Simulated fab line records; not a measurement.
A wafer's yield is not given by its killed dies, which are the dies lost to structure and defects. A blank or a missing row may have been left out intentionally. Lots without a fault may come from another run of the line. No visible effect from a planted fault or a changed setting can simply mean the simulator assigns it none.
Chamber matching | flow n5-finfet | rie-diel-06 running N5_BEOL_M8_STRIP_67: 4 sister chambers
The step strips in CF4. 4 wafers are shown with their chamber, then 10 later ones without.

## WAFERS WITH THEIR CHAMBER
wafer  | chamber | drypump-motor-current-A (A)
L076.2 | 2       | 5.0
L082.4 | 0       | 6.0
L084.1 | 3       | 5.9
L084.2 | 1       | 5.7

## WAFERS WITHOUT THEIR CHAMBER
wafer  | drypump-motor-current-A (A)
L084.4 | 5.9
L086.1 | 5.9
L086.4 | 5.7
L086.6 | 5.9
L087.2 | 5.7
L087.3 | 5.1
L087.5 | 5.1
L097.4 | 5.9
L097.5 | 5.7
L097.6 | 5.9

## WHICH CHAMBER EACH WENT THROUGH
wafer  | from the rows above | in truth
L084.4 | 3                   | 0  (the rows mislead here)
L086.1 | 3                   | 3
L086.4 | 1                   | 1
L086.6 | 3                   | 3
L087.2 | 1                   | 1
L087.3 | 2                   | 2
L087.5 | 2                   | 2
L097.4 | 3                   | 3
L097.5 | 1                   | 1
L097.6 | 3                   | 3
Correctly placed: 9 of 10. From these rows, 0 cannot be placed. 1 placed wrongly.
How it was worked out, from the rows above alone: a wafer's distance from a chamber is the root of the sum, over the readings, of the square of ((its reading less the chamber's mean) divided by the reading's scatter). The wafer belongs to the nearest chamber; if the next one is less than 2 further off, it can't be placed. A chamber's mean is the mean of its shown wafers. The scatter (one wafer shown for each chamber): square how far every hidden wafer sits from the nearest shown wafer, average those squares and take the square root.
